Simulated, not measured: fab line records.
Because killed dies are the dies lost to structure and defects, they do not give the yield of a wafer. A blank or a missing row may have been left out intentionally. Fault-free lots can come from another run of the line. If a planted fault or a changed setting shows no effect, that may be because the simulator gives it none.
fab line records || flow n5-finfet
record {"lots": 4, "wafers": 12, "last-day": 18}
route steps=1938 shown BEOL_M9@1461 BEOL_M10@1470 PASSIVATION@1936
lots that met no fault: from a run of the same line without faults
start-h: start of the lot's first displayed wafer, in hours after the record's first day || wait-h: hours elapsed since this lot's preceding step || " repeats the value in the row above || L1.1+2: one row covering several wafers at once || - no value present, or no start provided || * or withheld: withheld || < > ~ a bound
route shown NAME@n: a module of which the file shows steps, and the number in the route of the first || usual: mean/standard deviation of fault-free wafers || same: alike in all rows || chamber/n: place in a boat || sites: per-site readings || _std_site: the values' standard deviation || _edge_site: the outer-site mean with the inner-site mean subtracted || radius-mm: how far each site lies from the wafer's centre || mask NAME#n: copy n || behind: the last tool/chamber to shape the wafer || hold: what put the lot on hold/how long, in hours/how the hold closed || device: the n, p or np transistor that did not switch || end of line: tests run on the same wafers once the route is complete || for a step that has no rows: nothing shown but its recipe || killed: not the wafer's yield, but the dies lost to structure and defects at the first sort || map: the dies of a wafer, with x for killed, . for not killed, _ for no die there
set.NAME: the setting as run; set.NAME@STEP: as run at that earlier step || model.NAME: the simulator's own value behind a step, which no gauge read
lots seen at some steps along the route; tables by step, rows by wafer
services: from which hour (start-h, from the record's first day; less than 0 if before it) a tool's chamber was out of use, for how many hours, and why
## steps
# step N5_BEOL_M9_SPUTTER_48
# recipe {"material": "Cu", "target-thk-a": 120, "temp-c": -20, "bias-v": 60, "power-w": 26000, "chamber-pressure-pa": 0.13, "time-s": 2}
# step N5_BEOL_M9_ECD_50
# recipe {"material": "Cu", "target-thk-a": 3180}
# step N5_BEOL_M9_ANNEAL_51
# recipe {"temp-c": 225, "time-s": 90, "ambient": "N2"}
# step N5_BEOL_M9_CMP_52
# recipe {"stop-on": "SiCOH_lowk", "t-overpolish-s": 7, "down-force-psi": 1, "platen-rpm": 50, "clearing-platen-down-force-psi": 1.5, "clearing-platen-rpm": 50, "post-cmp-clean": "cu-alkaline", "target-thk-nm": 140, "clearing-platen-pad-velocity-m-s": 0.99484, "pad-velocity-m-s": 0.99484}
# step N5_BEOL_M9_PRE_CLEAN_55
# recipe {"gas": "NH3", "time-s": 15, "temp-c": "withheld", "rf-power-w": 300}
# step N5_BEOL_M9_DEP_56
# recipe {"material": "SiCN", "target-thk-a": 150, "temp-c": "withheld", "precursor": "3MS/NH3", "pressure-torr": 3, "rf-w": 202, "time-s": 26.5}
# step N5_BEOL_M10_ILD_DEP_00
# recipe {"material": "SiCOH_lowk", "target-thk-a": 3085.1, "temp-c": 300, "precursor": "DEMS/porogen", "pressure-torr": 5, "rf-w": 500, "time-s": 58}
# step N5_BEOL_M10_CURE_71
# recipe {"temp-c": 385, "time-s": 240, "ambient": "He/Ar", "material": "SiCOH_lowk"}
# step N5_BEOL_M10_PECVD_70
# recipe {"material": "SiO2", "target-thk-a": 200, "temp-c": 400, "precursor": "TEOS/O2", "pressure-torr": 5.5, "rf-w": 450, "teos-flow-sccm": 53.8, "gas": "O2", "flow-sccm": 3000, "time-s": 22.7}
# usual {"heater-power-w": "752/130", "showerhead-plenum-p-Torr": "8.80/0.077", "susceptor-temp-C": "400.03/0.24", "throttle-valve-pct": "23.1/0.79"}
{"lot.wafer": "L547.1", "tool": "pecvd-03", "chamber": 1, "start-h": 290.62, "wait-h": 0.1, "heater-power-w": 782, "showerhead-plenum-p-Torr": 8.72, "since-wet-clean-h": 1901, "susceptor-temp-C": 400.04, "throttle-valve-pct": 23.3, "model.SiO2_of_BEOL_M10_PECVD_70.thk-nm": 20}
{"lot.wafer": "L547.4", "tool": "pecvd-03", "chamber": 2, "start-h": 290.62, "wait-h": 0.1, "heater-power-w": 747, "showerhead-plenum-p-Torr": 8.76, "since-wet-clean-h": "-", "susceptor-temp-C": 399.94, "throttle-valve-pct": 22.2, "model.SiO2_of_BEOL_M10_PECVD_70.thk-nm": 20.2}
{"lot.wafer": "L547.6", "tool": "pecvd-03", "chamber": 0, "start-h": 290.62, "wait-h": 0.1, "heater-power-w": 699, "showerhead-plenum-p-Torr": 8.83, "since-wet-clean-h": "-", "susceptor-temp-C": 400.30, "throttle-valve-pct": 22.8, "model.SiO2_of_BEOL_M10_PECVD_70.thk-nm": 20.4}
{"lot.wafer": "L553.3", "tool": "pecvd-03", "chamber": 1, "start-h": 322.44, "wait-h": 0.0, "heater-power-w": 757, "showerhead-plenum-p-Torr": 8.75, "since-wet-clean-h": 1933, "susceptor-temp-C": 400.08, "throttle-valve-pct": 23.0, "model.SiO2_of_BEOL_M10_PECVD_70.thk-nm": 19.6}
{"lot.wafer": "L553.4", "tool": "pecvd-03", "chamber": 0, "start-h": 322.44, "wait-h": 0.0, "heater-power-w": 629, "showerhead-plenum-p-Torr": 8.83, "since-wet-clean-h": "-", "susceptor-temp-C": 400.18, "throttle-valve-pct": 22.8, "model.SiO2_of_BEOL_M10_PECVD_70.thk-nm": 20}
{"lot.wafer": "L553.6", "tool": "pecvd-03", "chamber": 2, "start-h": 322.44, "wait-h": 0.0, "heater-power-w": 622, "showerhead-plenum-p-Torr": 8.75, "since-wet-clean-h": "-", "susceptor-temp-C": 394.47, "throttle-valve-pct": 22.3, "model.SiO2_of_BEOL_M10_PECVD_70.thk-nm": 21}
{"lot.wafer": "L554.1", "tool": "pecvd-03", "chamber": 1, "start-h": 330.28, "wait-h": 0.0, "heater-power-w": 732, "showerhead-plenum-p-Torr": 8.76, "since-wet-clean-h": 1940, "susceptor-temp-C": 399.48, "throttle-valve-pct": 23.2, "model.SiO2_of_BEOL_M10_PECVD_70.thk-nm": 19.8}
{"lot.wafer": "L554.4", "tool": "pecvd-03", "chamber": 2, "start-h": 330.28, "wait-h": 0.0, "heater-power-w": 730, "showerhead-plenum-p-Torr": 8.78, "since-wet-clean-h": "-", "susceptor-temp-C": 394.21, "throttle-valve-pct": 22.1, "model.SiO2_of_BEOL_M10_PECVD_70.thk-nm": 20.8}
{"lot.wafer": "L554.6", "tool": "pecvd-03", "chamber": 1, "start-h": 330.28, "wait-h": 0.0, "heater-power-w": 726, "showerhead-plenum-p-Torr": 8.72, "since-wet-clean-h": "-", "susceptor-temp-C": 400.00, "throttle-valve-pct": 23.0, "model.SiO2_of_BEOL_M10_PECVD_70.thk-nm": 20}
{"lot.wafer": "L561.1", "tool": "pecvd-04", "chamber": 2, "start-h": 372.83, "wait-h": 0.0, "heater-power-w": 695, "showerhead-plenum-p-Torr": 8.72, "since-wet-clean-h": 323, "susceptor-temp-C": 400.72, "throttle-valve-pct": 22.0, "model.SiO2_of_BEOL_M10_PECVD_70.thk-nm": 19.4}
{"lot.wafer": "L561.3", "tool": "pecvd-04", "chamber": 1, "start-h": 372.83, "wait-h": 0.0, "heater-power-w": 598, "showerhead-plenum-p-Torr": 8.73, "since-wet-clean-h": 1802, "susceptor-temp-C": 400.18, "throttle-valve-pct": 22.6, "model.SiO2_of_BEOL_M10_PECVD_70.thk-nm": 19.4}
{"lot.wafer": "L561.4", "tool": "pecvd-04", "chamber": 1, "start-h": 372.83, "wait-h": 0.0, "heater-power-w": 475, "showerhead-plenum-p-Torr": 8.69, "since-wet-clean-h": "-", "susceptor-temp-C": 400.10, "throttle-valve-pct": 22.8, "model.SiO2_of_BEOL_M10_PECVD_70.thk-nm": 20}
# step N5_BEOL_M10_HM_DEP_02
# recipe {"material": "TiN", "target-thk-a": 200, "temp-c": 25, "chamber-pressure-pa": 0.49996}
# step N5_BEOL_M10_COAT_59
# recipe {"resist": "SOC", "temp-c": 250, "time-s": 60, "spin-rpm": 1500, "resist-thk-nm": 100}
# step N5_BEOL_M10_COAT_60
# recipe {"resist": "SiARC", "temp-c": 220, "time-s": 60, "spin-rpm": 1500, "resist-thk-nm": 30}
# step N5_BEOL_M10_COAT_05
# recipe {"resist": "CAR-ArF", "spin-rpm": 1500, "resist-thk-nm": 90}
# step N5_BEOL_M10_EBR_07
# recipe {"solvent": "PGMEA", "ebr-width-mm": 1.5}
# step N5_BEOL_M10_SOFTBAKE_06
# recipe {"temp-c": 110, "time-s": 60, "resist": "CAR-ArF"}
# step N5_BEOL_M10_EXPOSE_08
# recipe {"mask-id": "M10", "na": 1.35, "source-shape": "dipole", "sigma-inner": 0.411, "sigma-outer": 0.611, "polarization": "te", "dose-mj": 53.75}
# step N5_BEOL_M10_PEB_09
# recipe {"peb-temp-c": "withheld", "peb-time-s": 60, "resist": "CAR-ArF"}
# step N5_BEOL_M10_DEVELOP_10
# recipe {"develop-time-s": 30, "developer": "TMAH", "resist": "CAR-ArF", "rinse-liquid": "diw", "dry": "air-spin", "dev-temp-c": 23}
# step N5_BEOL_M10_DESCUM_16
# recipe {"chemistry": "O2", "time-s": 7.9, "source-power-w": 50, "bias-power-w": 20, "pressure-mtorr": 20, "rf-frequency-hz": 2.712e+07, "temp-c": 40, "resist": "CAR-ArF", "o2-flow-sccm": 225}
# step N5_BEOL_M10_ETCH_61
# recipe {"chemistry": "CF4", "target": "SiARC", "target-depth-a": 390, "mask-material": "CAR-ArF", "time-s": 65, "ion-energy-ev": 80, "pressure-mtorr": 40, "source-w": 545, "bias-w": 36, "Ar_flow_sccm": 100, "cf4-flow-sccm": 100, "ends": "cleared"}
# step N5_BEOL_M10_ETCH_62
# recipe {"chemistry": "N2/H2", "target": "SOC", "target-depth-a": 1100, "overetch-a": 220, "mask-material": "SiARC", "temp-c": 40, "time-s": 165, "ion-energy-ev": 200, "pressure-mtorr": 30, "source-w": 840, "bias-w": 150, "n2-flow-sccm": 200, "h2-flow-sccm": 200}
# step N5_BEOL_M10_STRIP_68
# recipe {"chemistry": "N2/H2", "temp-c": 40, "n2-flow-sccm": 200, "h2-flow-sccm": 200, "rf-frequency-hz": 6e+07}
# step N5_BEOL_M10_STRIP_67
# recipe {"chemistry": "CF4", "resist": "SiARC", "power-w": 300, "bias-power-w": 75, "pressure-mtorr": 50, "cf4-flow-sccm": 150, "rf-frequency-hz": 6e+07}
# step N5_BEOL_M10_HM_OPEN_17
# recipe {"chemistry": "Cl2/BCl3", "target-depth-a": 200, "overetch-a": 60, "target": "TiN", "mask-material": "SOC", "ion-energy-ev": 150, "pressure-mtorr": 10, "icp-w": 1000, "bias-w": 126, "Cl2_flow_sccm": 53.25, "bcl3-flow-sccm": 21.75, "Ar_flow_sccm": 25}
# step N5_BEOL_M10_STRIP_19
# recipe {"chemistry": "O2", "power-w": 400, "temp-c": 40, "pressure-mtorr": 30, "rf-frequency-hz": 6e+07, "bias-power-w": 0, "overash-fraction": 0.2, "o2-flow-sccm": 225}
# step N5_BEOL_M10_COAT_63
# recipe {"resist": "SOC", "temp-c": 250, "time-s": 60, "spin-rpm": 1500, "resist-thk-nm": 100}
# step N5_BEOL_M10_COAT_64
# recipe {"resist": "SiARC", "temp-c": 220, "time-s": 60, "spin-rpm": 1500, "resist-thk-nm": 30}
# step N5_BEOL_M10_COAT_22
# recipe {"resist": "CAR-ArF", "spin-rpm": 1500, "resist-thk-nm": 90}
# step N5_BEOL_M10_EBR_24
# recipe {"solvent": "PGMEA", "ebr-width-mm": 1.5}
# step N5_BEOL_M10_SOFTBAKE_23
# recipe {"temp-c": 110, "time-s": 60, "resist": "CAR-ArF"}
# step N5_BEOL_M10_EXPOSE_25
# recipe {"mask-id": "V9", "na": 1.35, "source-shape": "annular", "sigma-inner": 0.5, "sigma-outer": 0.8, "polarization": "unpolarized", "dose-mj": 85.5}
# step N5_BEOL_M10_PEB_26
# recipe {"peb-temp-c": "withheld", "peb-time-s": 60, "resist": "CAR-ArF"}
# step N5_BEOL_M10_DEVELOP_27
# recipe {"develop-time-s": 30, "developer": "TMAH", "resist": "CAR-ArF", "rinse-liquid": "diw", "dry": "air-spin", "dev-temp-c": 23}
# step N5_BEOL_M10_HM_STRIP_39
# recipe {"chemistry": "peroxide-tin-strip", "material": "TiN", "target-depth-a": 250, "temp-c": 50, "time-s": 158}
{"lot.wafer": "L547.1", "tool": "wet-bench-05", "chamber": 5, "start-h": 295.84, "wait-h": 0.0, "model.SiO2_of_BEOL_M10_PECVD_70.thk-nm": 19.8}
{"lot.wafer": "L547.4", "tool": "wet-bench-05", "chamber": 1, "start-h": 295.84, "wait-h": 0.0, "model.SiO2_of_BEOL_M10_PECVD_70.thk-nm": 20}
{"lot.wafer": "L547.6", "tool": "wet-bench-05", "chamber": 3, "start-h": 295.84, "wait-h": 0.0, "model.SiO2_of_BEOL_M10_PECVD_70.thk-nm": 20.2}
{"lot.wafer": "L553.3", "tool": "wet-bench-06", "chamber": 1, "start-h": 329.08, "wait-h": 0.0, "model.SiO2_of_BEOL_M10_PECVD_70.thk-nm": 19.4}
{"lot.wafer": "L553.4", "tool": "wet-bench-06", "chamber": 7, "start-h": 329.08, "wait-h": 0.0, "model.SiO2_of_BEOL_M10_PECVD_70.thk-nm": 19.8}
{"lot.wafer": "L553.6", "tool": "wet-bench-06", "chamber": 4, "start-h": 329.08, "wait-h": 0.0, "model.SiO2_of_BEOL_M10_PECVD_70.thk-nm": 21}
{"lot.wafer": "L554.1", "tool": "wet-bench-05", "chamber": 1, "start-h": 335.72, "wait-h": 0.0, "model.SiO2_of_BEOL_M10_PECVD_70.thk-nm": 19.6}
{"lot.wafer": "L554.4", "tool": "wet-bench-05", "chamber": 3, "start-h": 335.72, "wait-h": 0.0, "model.SiO2_of_BEOL_M10_PECVD_70.thk-nm": 20.8}
{"lot.wafer": "L554.6", "tool": "wet-bench-05", "chamber": 5, "start-h": 335.72, "wait-h": 0.0, "model.SiO2_of_BEOL_M10_PECVD_70.thk-nm": 19.8}
{"lot.wafer": "L561.1", "tool": "wet-bench-03", "chamber": 4, "start-h": 375.80, "wait-h": 0.0, "model.SiO2_of_BEOL_M10_PECVD_70.thk-nm": 19.4}
{"lot.wafer": "L561.3", "tool": "wet-bench-03", "chamber": 7, "start-h": 375.80, "wait-h": 0.0, "model.SiO2_of_BEOL_M10_PECVD_70.thk-nm": 19.2}
{"lot.wafer": "L561.4", "tool": "wet-bench-03", "chamber": 6, "start-h": 375.80, "wait-h": 0.0, "model.SiO2_of_BEOL_M10_PECVD_70.thk-nm": 19.8}
# step N5_PASSIVATION_PROBE_49
# usual {"defect-limited-yield": "91.5/1.3", "killed_at_M0_to_M3": "33/10", "killed_at_M4_up": "13/4", "killed-at-contacts": "12/6.3", "killed-at-front-end": "39/11", "killed-at-other": "3.4/2.6", "killed-dies": "100/15", "killed-on-rim": "13/4", "killed-open": "65/11", "killed-short": "34/7.8", "sort_bin_5_function": "5.0/0.89", "sort_bin_6_memory": "3.2/0.58", "sort-n-pass": "1080/15", "sort-yield-pct": "91.5/1.3"}
# same {"gross-dies": 1180, "killed-at-back-side": 0, "sort_bin_4_leakage[%]": 0, "sort_bin_8_speed[%]": 0}
{"lot.wafer": "L553.6", "tool": "prober-01", "chamber": "-", "start-h": 389.39, "wait-h": 0.3, "defect-limited-yield[%]": 91.9, "killed_at_M0_to_M3": 28, "killed_at_M4_up": 12, "killed-at-contacts": 3, "killed-at-front-end": 49, "killed-at-other": 3, "killed-dies": 95, "killed-on-rim": 14, "killed-open": 66, "killed-short": 28, "sort_bin_5_function[%]": 4.1, "sort_bin_6_memory[%]": 3.6, "sort-n-pass": 1085, "sort-yield-pct[%]": 91.9}
{"lot.wafer": "L554.1", "tool": "prober-01", "chamber": "-", "start-h": 392.46, "wait-h": 0.0, "defect-limited-yield[%]": 90.5, "killed_at_M0_to_M3": 49, "killed_at_M4_up": 9, "killed-at-contacts": 12, "killed-at-front-end": 41, "killed-at-other": 1, "killed-dies": 112, "killed-on-rim": 19, "killed-open": 63, "killed-short": 47, "sort_bin_5_function[%]": 5.4, "sort_bin_6_memory[%]": 3.4, "sort-n-pass": 1068, "sort-yield-pct[%]": 90.5}
{"lot.wafer": "L554.4", "tool": "prober-01", "chamber": "-", "start-h": 392.61, "wait-h": 0.2, "defect-limited-yield[%]": 89.2, "killed_at_M0_to_M3": 29, "killed_at_M4_up": 16, "killed-at-contacts": 12, "killed-at-front-end": 65, "killed-at-other": 5, "killed-dies": 127, "killed-on-rim": 12, "killed-open": 73, "killed-short": 49, "sort_bin_5_function[%]": 6.9, "sort_bin_6_memory[%]": 3.5, "sort-n-pass": 1053, "sort-yield-pct[%]": 89.2}
{"lot.wafer": "L554.6", "tool": "prober-01", "chamber": "-", "start-h": 392.71, "wait-h": 0.3, "defect-limited-yield[%]": 89.1, "killed_at_M0_to_M3": 37, "killed_at_M4_up": 13, "killed-at-contacts": 7, "killed-at-front-end": 69, "killed-at-other": 3, "killed-dies": 129, "killed-on-rim": 20, "killed-open": 84, "killed-short": 43, "sort_bin_5_function[%]": 7.0, "sort_bin_6_memory[%]": 3.2, "sort-n-pass": 1051, "sort-yield-pct[%]": 89.1}
{"lot.wafer": "L561.1", "tool": "prober-02", "chamber": "-", "start-h": 423.81, "wait-h": 0.0, "defect-limited-yield[%]": 92.4, "killed_at_M0_to_M3": 34, "killed_at_M4_up": 12, "killed-at-contacts": 13, "killed-at-front-end": 29, "killed-at-other": 2, "killed-dies": 90, "killed-on-rim": 11, "killed-open": 55, "killed-short": 33, "sort_bin_5_function[%]": 4.8, "sort_bin_6_memory[%]": 2.5, "sort-n-pass": 1090, "sort-yield-pct[%]": 92.4}
{"lot.wafer": "L561.3", "tool": "prober-02", "chamber": "-", "start-h": 423.91, "wait-h": 0.1, "defect-limited-yield[%]": 91.7, "killed_at_M0_to_M3": 35, "killed_at_M4_up": 15, "killed-at-contacts": 7, "killed-at-front-end": 39, "killed-at-other": 2, "killed-dies": 98, "killed-on-rim": 13, "killed-open": 62, "killed-short": 35, "sort_bin_5_function[%]": 5.1, "sort_bin_6_memory[%]": 2.6, "sort-n-pass": 1082, "sort-yield-pct[%]": 91.7}
{"lot.wafer": "L561.4", "tool": "prober-02", "chamber": "-", "start-h": 423.96, "wait-h": 0.2, "defect-limited-yield[%]": 91.7, "killed_at_M0_to_M3": 30, "killed_at_M4_up": 11, "killed-at-contacts": 15, "killed-at-front-end": 38, "killed-at-other": 4, "killed-dies": 98, "killed-on-rim": 10, "killed-open": 65, "killed-short": 32, "sort_bin_5_function[%]": 4.8, "sort_bin_6_memory[%]": 3.1, "sort-n-pass": 1082, "sort-yield-pct[%]": 91.7}
# killed by level:class
L553.6 STI_FIN_REVEAL:geometric-particle:open=18 BEOL_M1:geometric-particle:open=8 FIN_SAQP:geometric-particle:open=7 FIN_SAQP:geometric-particle:short=7 BEOL_M2:geometric-particle:open=5 BEOL_M0_SAQP:geometric-particle:short=4 GATE_CUT:geometric-particle:short=3 BEOL_M0:geometric-particle:open=3
L554.1 BEOL_M0_SAQP:geometric-particle:short=17 STI_FIN_REVEAL:geometric-particle:open=14 BEOL_M0_SAQP:geometric-particle:open=12 BEOL_M3:geometric-particle:open=10 MOL_CONTACT_COAG:geometric-particle:open=9 FIN_SAQP:geometric-particle:short=8 BEOL_M2:geometric-particle:open=4 DUMMY_GATE:geometric-particle:open=4
L554.4 FIN_SAQP:geometric-particle:open=16 BEOL_M0_SAQP:geometric-particle:short=16 FIN_SAQP:geometric-particle:short=15 STI_FIN_REVEAL:geometric-particle:open=12 MOL_CONTACT_COAG:geometric-particle:open=11 STARTING-WAFER:geometric-particle:open=6 DUMMY_GATE:geometric-particle:open=6 BEOL_M4:geometric-particle:open=5
L554.6 STI_FIN_REVEAL:geometric-particle:open=23 BEOL_M0_SAQP:geometric-particle:short=11 FIN_SAQP:geometric-particle:open=10 FIN_SAQP:geometric-particle:short=10 DUMMY_GATE:geometric-particle:open=7 BEOL_M0_SAQP:geometric-particle:open=7 BEOL_M4:geometric-particle:open=6 MOL_CONTACT_COAG:geometric-particle:open=5
L561.1 MOL_CONTACT_COAG:geometric-particle:open=10 BEOL_M3:geometric-particle:open=10 BEOL_M5:geometric-particle:open=8 BEOL_M0_SAQP:geometric-particle:short=7 BEOL_M0_SAQP:geometric-particle:open=6 FIN_SAQP:geometric-particle:short=5 FIN_SAQP:geometric-particle:open=5 BEOL_M1:geometric-particle:short=4
L561.3 FIN_SAQP:geometric-particle:short=13 DUMMY_GATE:geometric-particle:open=8 FIN_SAQP:geometric-particle:open=7 BEOL_M0_SAQP:geometric-particle:open=7 BEOL_M0_SAQP:geometric-particle:short=7 BEOL_M2:geometric-particle:open=7 MOL_CONTACT_COAG:geometric-particle:open=5 BEOL_M3:geometric-particle:open=5
L561.4 MOL_CONTACT_COAG:geometric-particle:open=14 STI_FIN_REVEAL:geometric-particle:open=9 DUMMY_GATE:geometric-particle:open=7 GATE_CUT:geometric-particle:short=7 BEOL_M0_SAQP:geometric-particle:open=7 BEOL_M0_SAQP:geometric-particle:short=6 BEOL_M0:geometric-particle:open=4 BEOL_M1:geometric-particle:open=4
## services
{"tool": "pecvd-04", "chamber": 1, "start-h": 324.98, "hours": 5.5, "kind": "scheduled-down"}
## key
first-sign {"step": "N5_BEOL_M10_PECVD_70", "reading": "susceptor-temp-C", "direction": "down", "sigmas": 23, "usual": "*", "struck": "*"}
effect none on later readings
model-effect {"step": "N5_BEOL_M10_PECVD_70", "value": "SiO2_of_BEOL_M10_PECVD_70.thk-nm", "without": 20.3, "struck": 20.9}
model-effect {"step": "N5_BEOL_M10_HM_STRIP_39", "value": "SiO2_of_BEOL_M10_PECVD_70.thk-nm", "without": 20.1, "struck": 20.9}
met-at N5_BEOL_M10_PECVD_70
struck-wafers L553.6,L554.4
onset-between 290.62 322.44
fault {"kind": "process-parameter-drift", "tool": "pecvd-03", "chamber": 2, "onset-h": 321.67, "steps": "N5_BEOL_M10_PECVD_70", "channel": "temp-c", "offset": "*", "shape": "step", "end-h": 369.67, "acts-in": "*", "stated": "*"}
